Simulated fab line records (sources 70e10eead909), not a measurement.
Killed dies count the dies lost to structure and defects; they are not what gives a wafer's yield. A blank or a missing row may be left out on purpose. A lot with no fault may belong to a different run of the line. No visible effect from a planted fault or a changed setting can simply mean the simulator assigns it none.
fab line records	flow nand-harc	part 1 of 2: steps 1 to 25 of 34
[record] lots = 5	wafers = 15	last-day = 24
route steps=1159 shown HYBRID_BOND@1097 THIN_TSV@1101
lots with no fault: from the same line, run without faults
start-h: hours from the record's opening day to when the first of the lot's shown wafers began	wait-h: how many hours have passed since the lot's step before this one	" the same as in the row above	L1.1+2: a single row standing in for several wafers	- no value, or no start was given	* or withheld: withheld	< > ~ a bound
route shown NAME@n: names a module that has steps shown in the file, with the first one's number in the route	usual: the fault-free wafers' mean and standard deviation	same: alike in all rows	chamber/n: place in a boat	sites: each site's reading	_std_site: standard deviation of those values	_edge_site: outer sites' mean less inner sites'	radius-mm: how far each site lies from the wafer's centre	mask NAME#n: copy n	behind: the most recent tool/chamber to have shaped the wafer	hold: why the lot went on hold/how many hours it stayed there/how the hold came to an end	device: whichever transistor did not switch (one of n, p or np)	end of line: tests run on the same wafers once the route is complete	where a step has no rows: the recipe by itself	killed: not the wafer's yield, but the dies lost to structure and defects at the first sort	map: a wafer's dies, marking killed ones x, the rest . and places with no die _
set.NAME: the setting that was run; set.NAME@STEP: the one run at that earlier step	model.NAME: the simulator's own value behind a step, which no gauge read
lots at some steps of the route; a table a step, a row a wafer
services: a tool's chamber out of use, with start hour (start-h, from the record's first day; less than 0 if before it), hours out, and reason
[[steps]]
[step NHARC_HYBRID_BOND_BOND_03]
[recipe] temp-c = 25
lot.wafer	tool	chamber	start-h	wait-h
L077.1+2+4	wafer-bonder-01	0	435.36	-
L089.1+4+6	wafer-bonder-01	0	507.97	-
L093.1+4+5	wafer-bonder-01	0	512.50	-
L094.2+4+6	wafer-bonder-01	0	528.84	-
L096.4+5+6	wafer-bonder-01	0	530.04	-
[step NHARC_HYBRID_BOND_ANNEAL_04]
[recipe] temp-c = 300	time-s = 7200	ramp-up-c-per-min = 5	ramp-down-c-per-min = 3	idle-temp-c = 100	pressure-atm = 1
[usual] tube_center_temp_C_max = 300.79/0.13
lot.wafer	tool	chamber	start-h	wait-h	tube_center_temp_C_max
L077.1	furnace-01	0	436.86	1.3	300.81
L077.2	"	0	"	"	300.91
L077.4	"	0	"	"	300.84
L089.1	furnace-02	0	515.96	7.8	300.76
L089.4	"	0	"	"	300.68
L089.6	"	0	"	"	300.79
L093.1	furnace-02	0	515.96	3.3	300.57
L093.4	"	0	"	"	300.72
L093.5	"	0	"	"	300.68
L094.2	furnace-02	0	532.49	3.5	301.03
L094.4	"	0	"	"	300.77
L094.6	"	0	"	"	300.72
L096.4	furnace-02	0	532.49	2.3	300.94
L096.5	"	0	"	"	300.65
L096.6	"	0	"	"	300.82
[step NHARC_HYBRID_BOND_OVL_MEAS_05]
[usual] overlay-x-nm = 0/32	overlay-y-nm = -4/32
lot.wafer	tool	chamber	start-h	wait-h	overlay-x-nm	overlay-y-nm
L077.1	overlay-01	-	441.60	0.4	-24	-24
L077.2	"	-	"	"	-37	-21
L077.4	"	-	"	"	-37	33
L089.1	overlay-02	-	520.68	0.4	1	-28
L089.4	"	-	"	"	7	5
L089.6	"	-	"	"	48	3
L093.1	overlay-01	-	520.70	0.4	39	-61
L093.4	"	-	"	"	14	29
L093.5	"	-	"	"	-3	-6
L094.2	overlay-02	-	537.22	0.4	61	8
L094.4	"	-	"	"	-22	-69
L094.6	"	-	"	"	21	-14
L096.4	overlay-01	-	537.23	0.4	7	10
L096.5	"	-	"	"	-35	38
L096.6	"	-	"	"	21	6
[step NHARC_HYBRID_BOND_INSPECT_06]
[recipe] inspect-instrument = ir-void
[usual] raw-defect-count = 32/12
lot.wafer	tool	chamber	start-h	wait-h	raw-defect-count
L077.1	defect-inspect-01	-	441.65	0.0	13
L077.2	"	-	"	"	8
L077.4	"	-	"	"	13
L089.1	defect-inspect-01	-	520.73	0.0	47
L089.4	"	-	"	"	39
L089.6	"	-	"	"	40
L093.1	defect-inspect-02	-	520.78	0.1	55
L093.4	"	-	"	"	70
L093.5	"	-	"	"	53
L094.2	defect-inspect-02	-	537.27	0.1	21
L094.4	"	-	"	"	18
L094.6	"	-	"	"	23
L096.4	defect-inspect-01	-	537.30	0.1	48
L096.5	"	-	"	"	46
L096.6	"	-	"	"	51
[step NHARC_THIN_TSV_GRIND_00]
[recipe] target-thk-um = 6
[usual] motor-current-A = 11.998/0.022
lot.wafer	tool	chamber	start-h	wait-h	motor-current-A
L077.1	grinder-01	0	443.00	1.3	11.999
L077.2	"	0	"	"	11.990
L077.4	"	0	"	"	11.932
L089.1	grinder-01	0	522.06	1.3	11.995
L089.4	"	0	"	"	12.004
L089.6	"	0	"	"	12.013
L093.1	grinder-01	0	525.64	4.9	12.018
L093.4	"	0	"	"	12.004
L093.5	"	0	"	"	11.988
L094.2	grinder-01	0	538.81	1.5	11.970
L094.4	"	0	"	"	12.029
L094.6	"	0	"	"	11.973
L096.4	grinder-01	0	540.40	3.1	11.957
L096.5	"	0	"	"	12.016
L096.6	"	0	"	"	12.022
[step NHARC_THIN_TSV_CMP_01]
[recipe] target-thk-um = 3
[usual] motor-current-A = 12.7/1.1	slurry-filter-dp-kPa = 13.50/0.14
lot.wafer	tool	chamber	start-h	wait-h	motor-current-A	slurry-filter-dp-kPa
L077.2	cmp-03	1	444.24	0.8	12.9	13.37
L077.4	"	2	"	"	10.7	13.30
L077.1	"	3	"	"	13.3	13.24
L089.4	cmp-01	0	523.34	0.5	13.5	13.45
L089.1	"	1	"	"	12.3	13.39
L089.6	"	2	"	"	12.3	13.71
L093.4	cmp-01	2	526.92	0.5	12.3	13.64
L093.1	"	3	"	"	13.3	13.34
L093.5	"	0	"	"	12.9	13.50
L094.2	cmp-01	0	539.83	0.8	13.5	13.64
L094.4	"	3	"	"	13.3	13.56
L094.6	"	0	"	"	13.7	13.63
L096.4	cmp-01	3	541.10	0.5	12.5	13.56
L096.5	"	0	"	"	13.0	13.50
L096.6	"	1	"	"	12.6	13.75
[step NHARC_THIN_TSV_THK_MEAS_02]
[recipe] thk-meas-gauge = ir
[usual] thk-nm = 3013/180
lot.wafer	tool	chamber	start-h	wait-h	thk-nm
L077.1	film-metro-02	-	444.50	-	3168
L077.2	"	-	"	"	2981
L077.4	"	-	"	"	3279
L089.1	film-metro-01	-	523.56	-	2740
L089.4	"	-	"	"	2929
L089.6	"	-	"	"	2774
L093.1	film-metro-01	-	527.14	0.2	3316
L093.4	"	-	"	"	3017
L093.5	"	-	"	"	2870
L094.2	film-metro-02	-	540.10	-	2963
L094.4	"	-	"	"	3312
L094.6	"	-	"	"	3151
L096.4	film-metro-02	-	541.29	-	3016
L096.5	"	-	"	"	2851
L096.6	"	-	"	"	2825
[step NHARC_THIN_TSV_SRD_03]
lot.wafer	tool	chamber	start-h	wait-h
L077.4+2+1	wet-bench-08	5,6,7	444.54	0.0
L089.4+6+1	wet-bench-08	4,5,6	523.61	0.0
L093.1+4+5	wet-bench-08	7,2,3	527.19	0.1
L094.6+2+4	wet-bench-08	4,5,7	540.14	0.0
L096.5+6+4	wet-bench-10	6,7,0	541.34	0.0
[step NHARC_THIN_TSV_PRECLEAN_41]
[recipe] time-s = *	temp-c = 50	bath-age-min = 0	chemistry = SC1
[usual] bath-guard-temp-C = 50.1/0.65	sc1-h2o2-end-mol-l = 0.3698/0.00075
lot.wafer	tool	chamber	start-h	wait-h	bath-guard-temp-C	sc1-h2o2-end-mol-l
L077.4	wet-bench-08	5	444.57	0.0	50.0	0.3711
L077.2	"	6	"	"	49.4	0.3690
L077.1	"	7	"	"	49.4	0.3696
L089.4	wet-bench-08	4	523.63	0.0	50.1	0.3697
L089.6	"	5	"	"	49.8	0.3687
L089.1	"	6	"	"	49.6	0.3695
L093.1	wet-bench-08	7	527.22	0.0	49.1	0.3705
L093.4	"	2	"	"	49.8	0.3697
L093.5	"	3	"	"	50.3	0.3693
L094.6	wet-bench-08	4	540.16	0.0	50.2	0.3696
L094.2	"	5	"	"	50.1	0.3693
L094.4	"	7	"	"	49.4	0.3685
L096.5	wet-bench-10	6	541.36	0.0	49.2	0.3709
L096.6	"	7	"	"	51.0	0.3682
L096.4	"	0	"	"	50.1	0.3688
[step NHARC_THIN_TSV_SRD_42]
lot.wafer	tool	chamber	start-h	wait-h
L077.4+2+1	wet-bench-08	5,6,7	-	-
L089.4+6+1	wet-bench-08	4,5,6	-	-
L093.1+4+5	wet-bench-08	7,2,3	-	-
L094.6+2+4	wet-bench-08	4,5,7	-	-
L096.5+6+4	wet-bench-10	6,7,0	-	-
[step NHARC_THIN_TSV_DEP_43]
[recipe] target-thk-a = 13285	temp-c = withheld	pressure-torr = 6.5	rf-w = 900	teos-flow-sccm = 161.4	flow-sccm = 2650	target-thk-nm = 1328.5	gas = O2	material = SiO2
[usual] chamber-pressure-Torr = 6.500/0.015	mfc-precursor-sccm = 161.4/0.51	throttle-valve-pct = 16.0/0.64
lot.wafer	tool	chamber	start-h	wait-h	chamber-pressure-Torr	mfc-precursor-sccm	throttle-valve-pct
L077.2	pecvd-03	0	444.72	-	6.518	161.0	16.2
L077.1	"	2	"	"	6.483	161.8	15.5
L077.4	"	1	"	"	6.497	161.3	16.3
L089.1	pecvd-04	0	523.92	-	6.480	161.6	15.6
L089.4	"	0	"	"	6.472	161.2	15.6
L089.6	"	1	"	"	6.518	160.8	16.7
L093.1	pecvd-04	2	527.37	-	6.522	162.7	17.1
L093.5	"	2	"	"	6.517	161.4	17.1
L093.4	"	1	"	"	6.491	161.6	16.6
L094.2	pecvd-02	2	540.32	-	6.490	161.1	14.9
L094.6	"	0	"	"	6.480	160.8	16.8
L094.4	"	1	"	"	6.504	162.1	15.4
L096.5	pecvd-03	1	541.64	-	6.501	161.2	16.4
L096.6	"	2	"	"	6.482	161.6	15.3
L096.4	"	0	"	"	6.529	161.9	15.8
[step NHARC_THIN_TSV_DEHYDRATE_04]
[recipe] temp-c = 150	time-s = 120
[usual] exhaust-pa = 45.1/0.96	plate-temp-C = 149.99/0.15
lot.wafer	tool	chamber	start-h	wait-h	exhaust-pa	plate-temp-C
L077.1	litho-track-02	0	445.13	-	45.4	149.90
L077.2	"	0	"	"	46.8	150.00
L077.4	"	0	"	"	46.8	149.81
L089.1	litho-track-02	0	524.32	-	45.3	149.69
L089.4	"	0	"	"	46.9	150.02
L089.6	"	0	"	"	45.3	150.17
L093.1	litho-track-02	0	527.78	-	44.7	150.11
L093.4	"	0	"	"	44.1	149.98
L093.5	"	0	"	"	45.5	150.18
L094.2	litho-track-02	0	540.72	-	45.1	149.86
L094.4	"	0	"	"	44.2	149.89
L094.6	"	0	"	"	44.1	150.10
L096.4	litho-track-05	0	541.91	-	45.5	149.86
L096.5	"	0	"	"	45.0	149.86
L096.6	"	0	"	"	46.3	150.01
[step NHARC_THIN_TSV_HMDS_05]
[recipe] time-s = 30
[usual] exhaust-pa = 45.1/0.83
lot.wafer	tool	chamber	start-h	wait-h	exhaust-pa
L077.1	litho-track-02	0	-	-	46.0
L077.2	"	0	"	"	45.3
L077.4	"	0	"	"	44.6
L089.1	litho-track-02	0	-	-	45.8
L089.4	"	0	"	"	45.1
L089.6	"	0	"	"	46.4
L093.1	litho-track-02	0	-	-	44.7
L093.4	"	0	"	"	44.8
L093.5	"	0	"	"	45.5
L094.2	litho-track-02	0	-	-	43.5
L094.4	"	0	"	"	44.8
L094.6	"	0	"	"	45.0
L096.4	litho-track-05	0	-	-	45.4
L096.5	"	0	"	"	47.4
L096.6	"	0	"	"	44.9
[step NHARC_THIN_TSV_COAT_06]
[recipe] spin-rpm = *
[usual] exhaust-pa = 45.1/0.88
lot.wafer	tool	chamber	start-h	wait-h	exhaust-pa
L077.1	litho-track-02	0	-	-	43.3
L077.2	"	0	"	"	44.6
L077.4	"	0	"	"	44.1
L089.1	litho-track-02	0	-	-	44.4
L089.4	"	0	"	"	45.1
L089.6	"	0	"	"	44.1
L093.1	litho-track-02	0	-	-	44.8
L093.4	"	0	"	"	45.0
L093.5	"	0	"	"	45.7
L094.2	litho-track-02	0	-	-	45.8
L094.4	"	0	"	"	45.7
L094.6	"	0	"	"	45.9
L096.4	litho-track-05	0	-	-	45.5
L096.5	"	0	"	"	46.5
L096.6	"	0	"	"	46.4
[step NHARC_THIN_TSV_SOFTBAKE_07]
[recipe] temp-c = 122	time-s = 95
[usual] exhaust-pa = 44.7/0.89	plate-temp-C = 122.03/0.14
lot.wafer	tool	chamber	start-h	wait-h	exhaust-pa	plate-temp-C
L077.1	litho-track-02	0	-	-	45.6	122.00
L077.2	"	0	"	"	44.7	122.08
L077.4	"	0	"	"	44.8	122.03
L089.1	litho-track-02	0	-	-	43.5	122.02
L089.4	"	0	"	"	44.9	122.20
L089.6	"	0	"	"	44.3	122.03
L093.1	litho-track-02	0	-	-	44.7	122.26
L093.4	"	0	"	"	45.4	122.11
L093.5	"	0	"	"	44.8	122.11
L094.2	litho-track-02	0	-	-	43.1	122.15
L094.4	"	0	"	"	44.3	121.90
L094.6	"	0	"	"	44.7	121.91
L096.4	litho-track-05	0	-	-	43.1	122.28
L096.5	"	0	"	"	44.2	122.06
L096.6	"	0	"	"	44.5	122.23
[step NHARC_THIN_TSV_EBR_08]
[usual] exhaust-pa = 44.9/0.78
lot.wafer	tool	chamber	start-h	wait-h	exhaust-pa
L077.1	litho-track-02	0	-	-	43.1
L077.2	"	0	"	"	44.1
L077.4	"	0	"	"	45.4
L089.1	litho-track-02	0	-	-	46.6
L089.4	"	0	"	"	44.5
L089.6	"	0	"	"	45.6
L093.1	litho-track-02	0	-	-	44.6
L093.4	"	0	"	"	45.2
L093.5	"	0	"	"	45.3
L094.2	litho-track-02	0	-	-	45.5
L094.4	"	0	"	"	45.7
L094.6	"	0	"	"	43.7
L096.4	litho-track-05	0	-	-	44.8
L096.5	"	0	"	"	45.6
L096.6	"	0	"	"	44.2
[step NHARC_THIN_TSV_EXPOSE_09]
[recipe] na = 0.55	dose-mj = 30.7	mask-id = TSV
lot.wafer	tool	chamber	start-h	wait-h	mask
L077.1+2+4	krf-scanner-04	0	445.28	-	TSV#0
L089.1+4+6	krf-scanner-02	0	524.46	-	TSV#0
L093.1+4+5	krf-scanner-01	0	528.05	-	TSV#0
L094.2+4+6	krf-scanner-01	0	540.87	-	TSV#0
L096.4+5+6	krf-scanner-02	0	542.19	-	TSV#0
[step NHARC_THIN_TSV_PEB_10]
[recipe] peb-temp-c = 118	peb-time-s = 85
[usual] exhaust-pa = 44.9/0.9	plate-temp-C = 118.02/0.14
lot.wafer	tool	chamber	start-h	wait-h	exhaust-pa	plate-temp-C
L077.1	litho-track-07	0	445.35	0.1	45.5	118.04
L077.2	"	0	"	"	45.0	117.76
L077.4	"	0	"	"	44.4	118.10
L089.1	litho-track-07	0	524.53	0.1	43.8	118.12
L089.4	"	0	"	"	44.3	118.10
L089.6	"	0	"	"	45.4	118.16
L093.1	litho-track-07	0	528.12	0.1	44.4	117.94
L093.4	"	0	"	"	45.2	117.98
L093.5	"	0	"	"	44.6	117.92
L094.2	litho-track-05	0	540.93	0.1	45.6	118.12
L094.4	"	0	"	"	45.9	118.21
L094.6	"	0	"	"	45.5	118.30
L096.4	litho-track-05	0	542.24	0.0	44.5	117.64
L096.5	"	0	"	"	45.0	117.81
L096.6	"	0	"	"	44.6	117.83
[step NHARC_THIN_TSV_DEVELOP_11]
[recipe] time-s = 70
[usual] exhaust-pa = 44.9/0.89
lot.wafer	tool	chamber	start-h	wait-h	exhaust-pa
L077.1	litho-track-07	0	-	-	44.7
L077.2	"	0	"	"	43.6
L077.4	"	0	"	"	45.5
L089.1	litho-track-07	0	-	-	45.7
L089.4	"	0	"	"	45.7
L089.6	"	0	"	"	45.0
L093.1	litho-track-07	0	-	-	43.7
L093.4	"	0	"	"	44.3
L093.5	"	0	"	"	44.6
L094.2	litho-track-05	0	-	-	44.7
L094.4	"	0	"	"	45.1
L094.6	"	0	"	"	44.4
L096.4	litho-track-05	0	-	-	46.0
L096.5	"	0	"	"	45.9
L096.6	"	0	"	"	45.2
[step NHARC_THIN_TSV_CD_MEAS_12]
[recipe] target-cd-nm = 1000	landing-energy-ev = 500
[usual] cd-nm = 1000.1/1.4
[same] landing-energy-ev = 500
lot.wafer	tool	chamber	start-h	wait-h	cd-nm
L077.1	cd-sem-03	0	445.44	-	999.9
L077.2	"	0	"	"	998.4
L077.4	"	0	"	"	998.5
L089.1	cd-sem-03	0	524.63	-	1002.0
L089.4	"	0	"	"	1000.7
L089.6	"	0	"	"	1001.7
L093.1	cd-sem-03	0	528.21	-	1000.4
L093.4	"	0	"	"	998.1
L093.5	"	0	"	"	999.4
L094.2	cd-sem-03	0	541.02	-	1000.4
L094.4	"	0	"	"	1000.4
L094.6	"	0	"	"	999.4
L096.4	cd-sem-02	0	542.34	-	1000.1
L096.5	"	0	"	"	1000.3
L096.6	"	0	"	"	1000.3
[step NHARC_THIN_TSV_HARDBAKE_13]
[recipe] temp-c = 125	time-s = 80
[usual] exhaust-pa = 45.0/0.88	plate-temp-C = 124.99/0.13
lot.wafer	tool	chamber	start-h	wait-h	exhaust-pa	plate-temp-C
L077.1	litho-track-02	0	445.52	-	45.8	124.86
L077.2	"	0	"	"	44.8	124.99
L077.4	"	0	"	"	46.3	124.92
L089.1	litho-track-02	0	524.71	-	43.7	125.18
L089.4	"	0	"	"	43.5	125.17
L089.6	"	0	"	"	44.4	125.03
L093.1	litho-track-02	0	528.29	-	46.7	125.03
L093.4	"	0	"	"	46.0	124.99
L093.5	"	0	"	"	46.9	124.96
L094.2	litho-track-05	0	541.10	-	44.8	124.90
L094.4	"	0	"	"	43.8	125.12
L094.6	"	0	"	"	45.1	125.10
L096.4	litho-track-02	0	542.44	-	45.0	124.96
L096.5	"	0	"	"	45.1	125.02
L096.6	"	0	"	"	45.5	125.11
[step NHARC_THIN_TSV_DESCUM_14]
[recipe] time-s = 3	o2-flow-sccm = 200	ar-flow-sccm = 0	bias-power-w = 0	chemistry = O2
[usual] drypump-motor-current-A = 5.7/0.43	oes-product-au = 1.000/0.008	rf-vpp-V = 57.8/0.97	showerhead-plenum-p-Torr = 1.91/0.078	throttle-valve-pct = 11.311/0.01
[same] bias-power-w = 0
lot.wafer	tool	chamber	start-h	wait-h	drypump-motor-current-A	oes-product-au	rf-hours-counter-h	rf-vpp-V	showerhead-plenum-p-Torr	throttle-valve-pct
L077.4	rie-diel-02	3	445.60	-	5.5	0.994	8	58.5	1.86	11.316
L077.2	"	0	"	"	5.5	1.006	8	58.2	1.80	11.300
L077.1	"	1	"	"	6.1	0.997	8	56.8	1.81	11.314
L089.4	rie-diel-03	1	524.80	-	5.8	0.981	12	57.5	1.88	11.306
L089.1	"	2	"	"	5.0	0.999	12	57.3	1.84	11.311
L089.6	"	0	"	"	6.0	1.002	-	56.8	1.98	11.316
L093.4	rie-diel-02	1	528.37	-	6.1	1.023	2	56.6	1.81	11.304
L093.1	"	0	"	"	5.5	0.998	2	56.8	1.80	11.289
L093.5	"	2	"	"	6.0	1.002	-	57.6	1.93	11.317
L094.4	rie-diel-06	0	541.18	-	6.0	0.998	9	58.8	1.98	11.298
L094.2	"	3	"	"	5.0	0.999	8	58.1	1.93	11.324
L094.6	"	0	"	"	5.9	1.002	-	59.3	1.98	11.319
L096.4	rie-diel-03	1	542.52	-	5.9	0.989	14	57.1	1.88	11.312
L096.5	"	3	"	"	5.0	0.994	-	56.1	1.88	11.304
L096.6	"	0	"	"	6.0	1.000	-	57.5	1.98	11.325
[step NHARC_THIN_TSV_ETCH_44]
[recipe] target-depth-a = 15942	time-s = 797.1	cf4-flow-sccm = 150	o2-flow-sccm = 10	ar-flow-sccm = 0	rf-w = 300	bias-w = 800	chemistry = CF4/O2
[usual] cf4-flow-sccm = 150.0/0.5	drypump-motor-current-A = 5.7/0.42	oes-product-au = 1.000/0.0081	rf-vpp-V = 794/4.4	showerhead-plenum-p-Torr = 1.83/0.068	throttle-valve-pct = 16.914/0.0081
lot.wafer	tool	chamber	start-h	wait-h	cf4-flow-sccm	drypump-motor-current-A	oes-product-au	rf-hours-counter-h	rf-vpp-V	showerhead-plenum-p-Torr	throttle-valve-pct
L077.2	rie-diel-02	0	445.69	0.1	150.8	5.5	1.005	8	787	1.73	16.928
L077.4	"	1	"	"	149.9	6.1	1.003	8	788	1.74	16.914
L077.1	"	2	"	"	150.8	6.1	0.999	8	794	1.85	16.923
L089.1	rie-diel-03	0	524.87	0.1	149.6	6.0	0.996	13	797	1.89	16.910
L089.4	"	1	"	"	150.5	5.8	0.996	12	793	1.81	16.910
L089.6	"	0	"	"	149.7	6.0	1.007	-	797	1.89	16.920
L093.1	rie-diel-02	3	528.51	0.1	149.6	5.5	1.004	1	791	1.79	16.915
L093.4	"	1	"	"	150.0	6.0	1.002	2	789	1.74	16.910
L093.5	"	3	"	"	150.2	5.5	1.001	-	793	1.79	16.918
L094.4	rie-diel-06	1	541.32	0.1	150.0	6.2	0.991	8	798	1.90	16.930
L094.2	"	2	"	"	150.2	5.6	0.999	7	804	1.96	16.904
L094.6	"	1	"	"	150.2	6.1	0.989	-	798	1.90	16.915
L096.4	rie-diel-03	2	542.76	0.2	149.7	5.1	1.001	15	791	1.77	16.922
L096.5	"	3	"	"	149.6	5.0	0.988	-	792	1.80	16.921
L096.6	"	0	"	"	149.4	6.1	0.995	-	798	1.89	16.907
[step NHARC_THIN_TSV_ETCH_15]
[recipe] target-depth-a = 30000	bosch-target-overetch-cycles = 2	bosch-etch-step-s = 2.8	bosch-dep-step-s = 1.2	bosch-cycles = 14
[usual] drypump-motor-current-A = 5.7/0.52
lot.wafer	tool	chamber	start-h	wait-h	drypump-motor-current-A	rf-hours-counter-h
L077.2	rie-si-03	3	446.27	-	4.8	1.2
L077.1	"	1	"	"	6.0	1.1
L077.4	"	2	"	"	5.3	1.0
L089.4	rie-si-02	1	525.47	-	6.2	1.3
L089.1	"	2	"	"	6.0	1.3
L089.6	"	0	"	"	5.8	-
L093.4	rie-si-03	1	529.05	-	6.0	0.2
L093.1	"	2	"	"	5.3	0.2
L093.5	"	3	"	"	4.8	-
L094.2	rie-si-02	2	541.83	-	6.0	1.4
L094.4	"	3	"	"	5.9	1.3
L094.6	"	3	"	"	5.8	-
L096.4	rie-si-03	3	543.18	-	4.8	0.3
L096.5	"	2	"	"	5.3	-
L096.6	"	3	"	"	4.8	-
[step NHARC_THIN_TSV_CD_MEAS_16]
[usual] cd-nm = 1000.0/1.5
lot.wafer	tool	chamber	start-h	wait-h	cd-nm
L077.1	cd-sem-03	-	446.42	0.1	1000.2
L077.2	"	-	"	"	997.6
L077.4	"	-	"	"	998.8
L089.1	cd-sem-02	-	525.59	0.1	1001.7
L089.4	"	-	"	"	1000.4
L089.6	"	-	"	"	1001.6
L093.1	cd-sem-01	-	529.17	0.1	1000.5
L093.4	"	-	"	"	997.5
L093.5	"	-	"	"	998.5
L094.2	cd-sem-02	-	541.98	0.1	1000.1
L094.4	"	-	"	"	1000.5
L094.6	"	-	"	"	999.5
L096.4	cd-sem-02	-	543.32	0.1	1000.8
L096.5	"	-	"	"	1000.1
L096.6	"	-	"	"	1000.0
